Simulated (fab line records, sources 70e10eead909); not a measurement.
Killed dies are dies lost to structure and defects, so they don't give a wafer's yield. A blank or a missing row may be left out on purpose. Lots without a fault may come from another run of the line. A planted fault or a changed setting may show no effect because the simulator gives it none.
fab line records | flow nand_harc
record lots=6 wafers=18 last_day=32
route steps=1302 shown P_START@1 P_ZERO_WELL@2 END@1302
lots that met no fault: from a run of the same line without faults
start_h: hours from the record's first day to the start of the lot's first wafer shown | wait_h: hours since the lot's step before | " the same as in the row above | L1.1+2: a row that stands for several wafers | - no value, or no start given | * or withheld: withheld | < > ~ a bound
route shown NAME@n: a module of which the file shows steps, and the number in the route of the first | usual: mean/standard deviation of fault-free wafers | same: alike in all rows | chamber/n: place in a boat | sites: the reading at each site | _std_site: their standard deviation | _edge_site: outer sites' mean less inner sites' | radius_mm: how far each site lies from the wafer's centre | mask NAME#n: copy n | behind: the tool/chamber that last shaped the wafer | hold: why the lot was held/for how many hours/how that ended | device: the transistor (n, p or np) that didn't switch | end of line: the same wafers' tests at the end of the route | a step without rows: its recipe alone | killed: dies lost to structure and defects at the first sort, not the wafer's yield | map: a wafer's dies, x killed, . not, _ none there
set.NAME: the setting as run; set.NAME@STEP: as run at that earlier step | model.NAME: the simulator's own value behind a step, which no gauge read
lots at some steps of the route; a table a step, a row a wafer
services: from which hour (start_h, from the record's first day; less than 0 if before it) a tool's chamber was out of use, for how many hours, and why
## steps
# step NHARC_P_START_INSPECT_01
# usual raw_defect_count=3.4/2
# columns lot.wafer tool chamber start_h wait_h raw_defect_count
L736.4 defect_inspect-01 - 80.04 - 4
L736.5 " - " " 2
L736.6 " - " " 3
L742.1 defect_inspect-02 - 140.04 - 3
L742.2 " - " " 7
L742.3 " - " " 1
L744.2 defect_inspect-01 - 160.04 - 3
L744.4 " - " " 3
L744.6 " - " " 3
L748.2 defect_inspect-02 - 200.04 - 0
L748.4 " - " " 2
L748.6 " - " " 2
L751.3 defect_inspect-01 - 230.04 - 1
L751.4 " - " " 2
L751.5 " - " " 6
L752.1 defect_inspect-02 - 240.04 - 2
L752.3 " - " " 4
L752.4 " - " " 1
# step NHARC_P_ZERO_WELL_PRECLEAN_00
# recipe time_s=600 temp_c=120 chemistry=SPM
# step NHARC_P_ZERO_WELL_SRD_01
# step NHARC_P_ZERO_WELL_PECVD_02
# recipe target_thk_a=100 temp_c=400 pressure_torr=6.5 rf_w=withheld teos_flow_sccm=withheld flow_sccm=2650 target_thk_nm=10 gas=O2 material=SiO2
# columns lot.wafer tool chamber start_h wait_h
L736.4+5+6 pecvd-02 1,2,0 80.56 -
L742.2+3+1 pecvd-02 0,1,2 140.45 -
L744.2+6+4 pecvd-02 2,1,2 160.59 -
L748.2+6+4 pecvd-01 1,0,2 200.49 -
L751.3+4+5 pecvd-01 1,0,1 230.57 -
L752.3+1+4 pecvd-02 2,0,1 240.46 -
# step NHARC_P_ZERO_WELL_DEHYDRATE_03
# recipe temp_c=150 time_s=120
# step NHARC_P_ZERO_WELL_HMDS_04
# recipe time_s=30
# step NHARC_P_ZERO_WELL_COAT_64
# recipe temp_c=200 time_s=65
# step NHARC_P_ZERO_WELL_COAT_05
# recipe spin_rpm=2000 resist_thk_nm=600
# step NHARC_P_ZERO_WELL_SOFTBAKE_06
# recipe temp_c=125 time_s=70
# step NHARC_P_ZERO_WELL_EBR_07
# step NHARC_P_ZERO_WELL_EXPOSE_08
# recipe na=0.55 target_cd_nm=500 dose_mj=33.8 mask_id=P_ZERO
# step NHARC_P_ZERO_WELL_PEB_09
# recipe peb_temp_c=128 peb_time_s=80
# step NHARC_P_ZERO_WELL_DEVELOP_10
# recipe time_s=50 dev_temp_c=22
# step NHARC_P_ZERO_WELL_CD_MEAS_11
# recipe target_cd_nm=500 landing_energy_ev=500
# usual cd_nm=499.0/1.6
# columns lot.wafer tool chamber start_h wait_h cd_nm
L736.4 cd_sem-01 0 81.12 - 499.0
L736.5 " 0 " " 498.1
L736.6 " 0 " " 500.0
L742.1 cd_sem-03 0 141.25 - 496.9
L742.2 " 0 " " 498.7
L742.3 " 0 " " 496.9
L744.2 cd_sem-01 0 161.30 - 497.8
L744.4 " 0 " " 497.2
L744.6 " 0 " " 498.3
L748.2 cd_sem-03 0 201.13 - 500.9
L748.4 " 0 " " 500.2
L748.6 " 0 " " 500.3
L751.3 cd_sem-01 0 231.33 - 499.8
L751.4 " 0 " " 497.5
L751.5 " 0 " " 500.5
L752.1 cd_sem-02 0 241.13 - 499.2
L752.3 " 0 " " 499.1
L752.4 " 0 " " 497.2
# step NHARC_P_ZERO_WELL_HARDBAKE_12
# recipe temp_c=118 time_s=65
# step NHARC_P_ZERO_WELL_DESCUM_13
# recipe time_s=3 o2_flow_sccm=200 ar_flow_sccm=0 bias_power_w=0 chemistry=O2
# usual drypump_motor_current_A=5.8/0.48 oes_product_au=1.000/0.0096 rf_vpp_V=57.7/0.94 showerhead_plenum_p_Torr=1.92/0.1 throttle_valve_pct=11.311/0.0092
# columns lot.wafer tool chamber start_h wait_h drypump_motor_current_A oes_product_au rf_hours_counter_h rf_vpp_V showerhead_plenum_p_Torr throttle_valve_pct
L736.6 rie_diel-10 0 81.31 - 5.5 1.004 - 58.2 2.02 11.315
L736.4 " 2 " " 5.1 1.002 - 56.1 1.80 11.297
L736.5 " 3 " " 6.7 1.019 - 60.0 2.03 11.303
L742.1 rie_diel-10 1 141.41 - 6.5 0.999 14 57.9 1.86 11.304
L742.3 " 2 " " 5.1 0.996 24 56.9 1.80 11.324
L742.2 " 0 " " 5.5 1.002 26 57.2 2.01 11.311
L744.4 rie_diel-02 3 162.03 - 5.3 1.013 36 58.1 1.93 11.308
L744.2 " 0 " " 6.0 0.989 43 57.7 1.82 11.306
L744.6 " 1 " " 5.3 0.997 - 56.7 2.06 11.319
L748.2 rie_diel-11 1 201.29 - 5.4 1.001 29 58.3 1.98 11.305
L748.4 " 0 " " 5.4 1.010 30 59.0 2.05 11.301
L748.6 " 2 " " 6.1 1.008 - 57.1 1.79 11.316
L751.3 rie_diel-11 1 232.01 - 5.4 1.016 38 58.5 1.98 11.315
L751.4 " 3 " " 6.2 0.998 37 57.1 1.83 11.315
L751.5 " 1 " " 5.4 1.012 - 58.5 1.98 11.301
L752.3 rie_diel-11 0 241.29 - 5.3 0.990 40 58.1 2.05 11.318
L752.4 " 1 " " 5.4 1.005 42 57.4 1.98 11.294
L752.1 " 2 " " 6.1 0.992 42 57.4 1.78 11.313
# step NHARC_P_ZERO_WELL_ETCH_65
# recipe target_depth_a=800 overetch_a=240 time_s=87.88 ion_energy_ev=200 n2_flow_sccm=150 h2_flow_sccm=150 ar_flow_sccm=0 rf_w=400 bias_w=150 chemistry=N2/H2
# usual bias_w=150.1/0.43 drypump_motor_current_A=5.8/0.48 oes_product_au=1.001/0.0096 rf_vpp_V=431/3.2 showerhead_plenum_p_Torr=2.05/0.11 throttle_valve_pct=14.172/0.0088
# columns lot.wafer tool chamber start_h wait_h bias_w drypump_motor_current_A oes_product_au rf_hours_counter_h rf_vpp_V showerhead_plenum_p_Torr throttle_valve_pct
L736.4 rie_diel-10 3 81.40 0.1 150.1 6.7 1.022 - 433 2.16 14.158
L736.6 " 0 " " 150.9 5.5 1.002 - 434 2.15 14.165
L736.5 " 2 " " 149.9 5.1 0.997 - 426 1.92 14.165
L742.2 rie_diel-10 2 141.50 0.1 150.5 5.1 1.001 24 429 1.91 14.161
L742.1 " 3 " " 149.7 6.7 1.008 25 434 2.15 14.161
L742.3 " 1 " " 149.7 6.5 1.010 14 429 1.98 14.173
L744.2 rie_diel-02 2 162.17 0.1 150.0 6.3 0.994 43 434 2.14 14.177
L744.4 " 3 " " 149.6 5.3 1.016 36 431 2.06 14.172
L744.6 " 2 " " 149.1 6.2 0.987 - 433 2.14 14.167
L748.2 rie_diel-11 3 201.37 0.1 150.5 6.3 0.985 30 429 1.95 14.176
L748.4 " 2 " " 150.0 6.1 1.009 29 427 1.90 14.161
L748.6 " 3 " " 149.4 6.3 0.995 - 429 1.95 14.186
L751.4 rie_diel-11 3 232.10 0.1 150.1 6.3 0.991 37 428 1.95 14.173
L751.3 " 0 " " 150.2 5.4 1.003 37 435 2.19 14.161
L751.5 " 2 " " 150.5 6.1 1.000 - 427 1.90 14.185
L752.3 rie_diel-11 0 241.37 0.1 150.5 5.4 1.004 40 434 2.19 14.154
L752.4 " 1 " " 150.3 5.4 1.002 42 433 2.11 14.180
L752.1 " 3 " " 149.4 6.2 0.980 40 428 1.95 14.163
# step NHARC_P_ZERO_WELL_ETCH_62
# recipe target_depth_a=130 time_s=6.5 chf3_flow_sccm=50 ar_flow_sccm=200 rf_w=500 bias_w=200 chemistry=CHF3/Ar
# usual bias_w=200.0/0.55 drypump_motor_current_A=5.8/0.47 oes_product_au=0.958/0.019 rf_vpp_V=370.8/2.8 showerhead_plenum_p_Torr=2.36/0.12 throttle_valve_pct=20.217/0.0087
# columns lot.wafer tool chamber start_h wait_h bias_w drypump_motor_current_A oes_product_au rf_hours_counter_h rf_vpp_V showerhead_plenum_p_Torr throttle_valve_pct
L736.5 rie_diel-10 3 - - 199.9 6.7 0.943 - 373.7 2.48 20.217
L736.4 " 0 " " 200.3 5.5 0.946 - 372.7 2.47 20.217
L736.6 " 2 " " 200.3 5.1 0.942 - 365.2 2.21 20.227
L742.3 rie_diel-10 1 - - 200.1 6.5 0.967 14 368.8 2.28 20.224
L742.2 " 2 " " 200.3 5.1 0.964 24 366.2 2.21 20.209
L742.1 " 0 " " 199.5 5.5 0.981 26 372.7 2.46 20.203
L744.2 rie_diel-02 3 - - 199.6 5.3 0.959 36 370.8 2.36 20.205
L744.4 " 1 " " 199.4 5.3 0.940 48 375.0 2.52 20.218
L744.6 " 3 " " 200.2 5.3 0.960 - 370.5 2.36 20.224
L748.4 rie_diel-11 0 - - 199.3 5.4 0.983 30 372.8 2.50 20.210
L748.2 " 2 " " 200.1 6.1 0.965 29 367.4 2.19 20.205
L748.6 " 0 " " 199.0 5.4 0.987 - 374.1 2.50 20.220
L751.4 rie_diel-11 3 - - 200.6 6.3 0.949 37 368.5 2.25 20.217
L751.3 " 0 " " 200.1 5.4 0.948 37 372.0 2.50 20.215
L751.5 " 1 " " 200.1 5.4 0.952 - 372.6 2.42 20.229
L752.3 rie_diel-11 2 - - 200.1 6.1 0.967 42 366.3 2.19 20.215
L752.4 " 0 " " 200.4 5.4 0.951 40 374.7 2.50 20.218
L752.1 " 1 " " 200.4 5.4 0.974 42 373.0 2.42 20.215
# step NHARC_P_ZERO_WELL_ETCH_63
# recipe target_depth_a=1200 time_s=40.1 hbr_flow_sccm=150 cl2_flow_sccm=50 rf_w=400 icp_w=400 bias_w=100 chemistry=HBr/Cl2
# usual bias_w=100.00/0.29 drypump_motor_current_A=5.6/0.34 he_backside_leak_sccm=2.70/0.26 oes_product_au=1.002/0.0089 throttle_valve_pct=26.406/0.0083
# columns lot.wafer tool chamber start_h wait_h bias_w drypump_motor_current_A he_backside_leak_sccm oes_product_au rf_hours_counter_h throttle_valve_pct
L736.6 rie_si-04 3 81.68 - 100.26 5.5 3.21 1.004 - 26.401
L736.4 " 1 " " 100.38 5.2 2.41 0.988 - 26.397
L736.5 " 2 " " 99.86 6.6 2.53 1.005 - 26.395
L742.2 rie_si-01 2 141.67 - 99.73 5.4 2.42 1.001 0.7 26.416
L742.3 " 3 " " 99.88 5.7 2.51 1.003 0.7 26.397
L742.1 " 1 " " 100.09 6.1 2.72 0.994 0.7 26.395
L744.2 rie_si-06 3 162.37 - 100.20 5.3 2.59 1.004 0.5 26.394
L744.4 " 0 " " 99.81 5.9 2.42 1.006 0.5 26.411
L744.6 " 1 " " 100.02 5.8 2.71 1.011 - 26.419
L748.2 rie_si-06 3 201.56 - 100.11 5.3 2.41 1.010 0.7 26.413
L748.4 " 1 " " 99.87 5.8 2.83 1.004 0.9 26.411
L748.6 " 3 " " 99.89 5.3 2.56 1.013 - 26.404
L751.3 rie_si-06 0 232.29 - 100.08 5.9 2.47 1.006 1.0 26.397
L751.4 " 1 " " 100.27 5.8 2.76 1.009 1.1 26.407
L751.5 " 3 " " 100.51 5.4 2.70 1.010 - 26.417
L752.3 rie_si-04 2 241.54 - 100.87 6.5 2.60 1.022 0.5 26.399
L752.4 " 3 " " 99.91 5.5 3.15 0.996 0.5 26.414
L752.1 " 1 " " 99.45 5.2 2.43 1.008 0.4 26.406
# step NHARC_P_ZERO_WELL_STRIP_15
# recipe time_s=900 temp_c=130 chemistry=SPM
# step NHARC_P_ZERO_WELL_DEHYDRATE_16
# recipe temp_c=150 time_s=120
# step NHARC_P_ZERO_WELL_HMDS_17
# recipe time_s=30
# step NHARC_P_ZERO_WELL_COAT_18
# recipe spin_rpm=withheld
# step NHARC_P_ZERO_WELL_SOFTBAKE_19
# recipe temp_c=122 time_s=95
# step NHARC_P_ZERO_WELL_EBR_20
# step NHARC_P_ZERO_WELL_EXPOSE_21
# recipe na=0.6 target_cd_nm=720 dose_mj=22.31 mask_id=P_NWELL
# step NHARC_P_ZERO_WELL_PEB_22
# recipe peb_temp_c=118 peb_time_s=85
# step NHARC_P_ZERO_WELL_DEVELOP_23
# recipe time_s=70
# step NHARC_P_ZERO_WELL_CD_MEAS_24
# recipe target_cd_nm=720 landing_energy_ev=500
# usual cd_nm=719.8/2
# columns lot.wafer tool chamber start_h wait_h cd_nm
L736.4 cd_sem-01 0 82.59 - 718.5
L736.5 " 0 " " 720.7
L736.6 " 0 " " 722.3
L742.1 cd_sem-01 0 142.60 - 719.6
L742.2 " 0 " " 722.4
L742.3 " 0 " " 718.3
L744.2 cd_sem-03 0 163.14 - 720.9
L744.4 " 0 " " 715.6
L744.6 " 0 " " 718.9
L748.2 cd_sem-01 0 202.48 - 716.2
L748.4 " 0 " " 718.3
L748.6 " 0 " " 721.8
L751.3 cd_sem-03 0 233.20 - 723.0
L751.4 " 0 " " 722.0
L751.5 " 0 " " 719.7
L752.1 cd_sem-03 0 242.48 - 721.7
L752.3 " 0 " " 721.9
L752.4 " 0 " " 724.1
# step NHARC_P_ZERO_WELL_HARDBAKE_25
# recipe temp_c=125 time_s=80
# step NHARC_P_ZERO_WELL_DESCUM_26
# recipe time_s=3 o2_flow_sccm=200 ar_flow_sccm=0 bias_power_w=0 chemistry=O2
# usual drypump_motor_current_A=5.8/0.53 oes_product_au=0.999/0.013 rf_vpp_V=57.9/0.86 showerhead_plenum_p_Torr=1.94/0.1 throttle_valve_pct=11.310/0.0085
# columns lot.wafer tool chamber start_h wait_h drypump_motor_current_A oes_product_au rf_hours_counter_h rf_vpp_V showerhead_plenum_p_Torr throttle_valve_pct
L736.4 rie_diel-02 3 85.50 - 5.3 1.022 10 58.8 1.94 11.313
L736.6 " 1 " " 5.3 1.008 - 58.8 2.07 11.307
L736.5 " 2 " " 6.2 0.992 - 59.5 2.02 11.314
L742.2 rie_diel-10 1 142.76 - 6.5 1.005 14 57.5 1.86 11.312
L742.1 " 2 " " 5.2 1.010 24 57.3 1.80 11.297
L742.3 " 0 " " 5.5 1.003 26 59.5 2.01 11.301
L744.2 rie_diel-11 1 163.30 - 5.4 1.009 18 58.9 1.99 11.323
L744.4 " 0 " " 5.4 1.015 18 58.1 2.05 11.318
L744.6 " 2 " " 6.1 0.999 - 58.0 1.79 11.302
L748.4 rie_diel-02 0 202.64 - 6.0 0.988 61 58.4 1.82 11.304
L748.2 " 1 " " 5.3 1.026 65 57.2 2.05 11.300
L748.6 " 0 " " 6.0 0.981 - 58.0 1.82 11.299
L751.3 rie_diel-02 2 233.37 - 6.3 1.006 4 57.5 2.00 11.320
L751.4 " 0 " " 5.9 1.003 2 56.7 1.82 11.310
L751.5 " 1 " " 5.3 0.994 - 59.3 2.05 11.298
L752.4 rie_diel-10 2 242.64 - 5.1 0.997 53 58.4 1.79 11.324
L752.3 " 0 " " 5.5 0.998 59 57.4 2.00 11.300
L752.1 " 1 " " 6.4 1.006 47 58.5 1.85 11.315
# step NHARC_P_ZERO_WELL_IMPLANT_27
# recipe energy_kev=600 dose_cm2=1e+13 tilt_deg=7
# step NHARC_P_ZERO_WELL_IMPLANT_57
# recipe energy_kev=250 dose_cm2=4e+12 tilt_deg=7
# step NHARC_P_ZERO_WELL_INSPECT_43
# usual raw_defect_count=12/5.4
# columns lot.wafer tool chamber start_h wait_h raw_defect_count
L736.4 defect_inspect-02 - 90.42 0.3 21
L736.5 " - " " 22
L736.6 " - " " 26
L742.1 defect_inspect-01 - 147.57 0.6 328
L742.2 " - " " 286
L742.3 " - " " 270
L744.2 defect_inspect-02 - 168.14 0.5 286
L744.4 " - " " 306
L744.6 " - " " 283
L748.2 defect_inspect-01 - 207.38 0.5 12
L748.4 " - " " 8
L748.6 " - " " 12
L751.3 defect_inspect-01 - 238.52 0.4 7
L751.4 " - " " 9
L751.5 " - " " 8
L752.1 defect_inspect-02 - 247.63 0.6 15
L752.3 " - " " 9
L752.4 " - " " 5
# step NHARC_END_SORT_01
# recipe temp_c=25
# usual killed_at_array=55/12 killed_at_other=1.0/1.2 killed_at_periphery=3.9/2.6 killed_dies=60/12 killed_open=3.3/1.9 killed_short=2.5/1.8
# same gross_dies=677
# columns lot.wafer tool chamber start_h wait_h killed_at_array killed_at_other killed_at_periphery killed_dies killed_open killed_short
L742.1 prober-01 0 671.97 2.5 40 0 39 79 3 2
L742.2 prober-01 0 672.78 2.8 40 0 72 112 4 1
L742.3 prober-01 0 673.59 3.1 48 0 64 112 2 3
L744.2 prober-01 0 706.49 2.8 49 0 37 86 2 1
L744.4 prober-01 0 708.10 3.4 44 3 41 88 2 4
L744.6 prober-01 0 709.70 4.0 33 1 80 114 5 1
# killed by level:class
L742.1 P_ZERO_WELL:unspecified=34 A_CHANNEL_HOLE_D1:chamber_film_flake=25 A_CONTACT:chamber_film_flake=7 P_CONTACT:geometric_particle:open=2 A_CHANNEL_HOLE_D2:geometric_particle:short=1 A_SGD_CUT:geometric_particle:open=1 A_WL_FILL:geometric_particle:short=1 A_ZERO_WELL:chamber_film_flake=1
L742.2 P_ZERO_WELL:unspecified=71 A_CHANNEL_HOLE_D1:chamber_film_flake=24 A_CONTACT:chamber_film_flake=4 A_CHANNEL_FILL_D2:chamber_film_flake=2 A_M0:chamber_film_flake=2 P_M0:geometric_particle:open=1 A_CHANNEL_FILL_D1:geometric_particle:open=1 A_WL_FILL:geometric_particle:open=1
L742.3 P_ZERO_WELL:unspecified=64 A_CHANNEL_HOLE_D1:chamber_film_flake=28 A_CONTACT:chamber_film_flake=7 A_SLIT:chamber_film_flake=6 A_WL_FILL:geometric_particle:short=2 A_CHANNEL_HOLE_D2:geometric_particle:open=1 A_CONTACT:geometric_particle:short=1 A_M1:geometric_particle:open=1
L744.2 P_ZERO_WELL:unspecified=35 A_CHANNEL_HOLE_D2:chamber_film_flake=19 A_CHANNEL_HOLE_D1:chamber_film_flake=9 A_CONTACT:chamber_film_flake=8 A_SLIT:chamber_film_flake=6 A_STAIRCASE:chamber_film_flake=3 P_M0:geometric_particle:open=2 A_CHANNEL_FILL_D2:chamber_film_flake=2
L744.4 P_ZERO_WELL:unspecified=39 A_CHANNEL_HOLE_D2:chamber_film_flake=22 A_CHANNEL_HOLE_D1:chamber_film_flake=6 A_CONTACT:chamber_film_flake=5 THIN_TSV:chamber_film_flake=2 A_STAIRCASE:chamber_film_flake=2 A_SLIT:chamber_film_flake=2 P_CONTACT:geometric_particle:short=1
L744.6 P_ZERO_WELL:unspecified=78 A_CHANNEL_HOLE_D2:chamber_film_flake=16 A_CHANNEL_HOLE_D1:chamber_film_flake=5 A_CONTACT:chamber_film_flake=4 A_SLIT:chamber_film_flake=3 A_DECK1_JOINT:geometric_particle:open=2 P_CONTACT:geometric_particle:open=1 A_CHANNEL_HOLE_D1:geometric_particle:open=1
# map L742.2 (x killed, . not)
____________.____________
_________......._________
_______..........._______
______.............______
_____..............._____
____.................____
____................x____
___................x..___
___..........x........___
__.....................__
__..............x......__
_...................x..x_
_...................xx.._
_.....x...........xxxxx._
_.................xxxxx._
_.....x......x...xxxxxxx_
.................xxxxxxxx
.................xxxxxxx.
................xxxxxxxx.
.................xxxxxxx.
................xx.xxxxx.
_.............x..xxxxxxx_
_......x...x.x...xxxxxxx_
_.................xxxxxx_
_.................xxxxx._
_.............x...xxxx.._
__.................xx.x__
__.................xx.x__
___...............x...___
___...x............x..___
____.............x.x.____
____.................____
_____x.............._____
______x............______
_______..........._______
_________......._________
____________.____________
# map L744.6 (x killed, . not)
____________.____________
_________...x..._________
_______..........._______
______.............______
_____..............._____
____.....x...........____
____.................____
___...................___
___...................___
__.....................__
__.....................__
_.....x................._
_......................._
_............xx........._
_.xxx...x...x.x........._
_.x..x..x..x..xx........_
x.xx......xx.x..x........
....xx.....xxxxxxx.......
..xx.....xxxxxxxx........
...x.xx...xxxxxxxxx......
.xx.......xxxxxxxx.......
_....x.....xxxxxxx......_
_..........xxxxxx......._
_..x..x...xxxxxxxxx.x..._
_...........xxxx.xx....._
_..........xxxxxx......._
__.......x...xxx.......__
__...........x.......x.__
___.........x.........___
___...............x...___
____.................____
____.............x...____
_____............x.._____
______.........x...______
_______..........._______
_________......._________
____________.____________
## services
# columns tool chamber start_h hours kind
rie_diel-10 - 57.50 0.4 repair
rie_diel-10 - 67.83 9.0 pm
rie_si-06 2 69.97 5.0 repair
rie_si-06 - 72.00 9.0 pm
rie_diel-11 - 78.50 9.0 pm
rie_diel-02 3 79.68 2.6 repair
rie_si-04 0 80.86 4.7 repair
rie_diel-10 1 81.02 3.8 repair
rie_diel-11 3 92.23 1.5 repair
pecvd-02 - 96.38 1.6 repair
rie_diel-10 1 110.37 11.6 repair
pecvd-01 - 130.00 13.0 pm
rie_si-01 0 130.01 6.6 repair
rie_diel-02 1 130.47 6.3 repair
rie_si-04 0 145.52 7.4 repair
rie_diel-10 - 148.62 1.7 repair
rie_si-04 - 165.00 9.0 pm
rie_si-06 3 179.34 3.7 repair
rie_si-01 - 193.00 9.0 pm
rie_diel-11 - 213.28 0.3 repair
rie_diel-02 - 217.10 9.0 pm
pecvd-02 - 218.23 0.7 repair
pecvd-02 - 227.13 13.0 pm
rie_diel-02 1 233.69 2.7 repair
## key
first_sign step=NHARC_P_ZERO_WELL_INSPECT_43 reading=raw_defect_count direction=up sigmas=53 usual=12 struck=293
effect step=NHARC_END_SORT_01 reading=killed_at_periphery direction=up sigmas=20 usual=3.9 struck=55.5
more_kills_born_at NHARC_P_ZERO_WELL_PECVD_02@pecvd-02=321
met_at NHARC_P_ZERO_WELL_PECVD_02
struck_wafers L742.1,L742.2,L742.3,L744.2,L744.4,L744.6
tester_left_out L742,L744
onset_between 80.56 140.45
fault kind=chamber_particle_source tool=pecvd-02 chamber=- onset_h=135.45 steps=NHARC_P_ZERO_WELL_PECVD_02 rate_per_visit_cm2=0.42082 end_h=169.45
# tester_left_out: of these lots the tester's yield and bins aren't shown, on N5 and GAA mostly nor the transistor test; their killed dies are dies lost to structure and defects alone, not to doping, threshold or leakage, so they don't give the yield
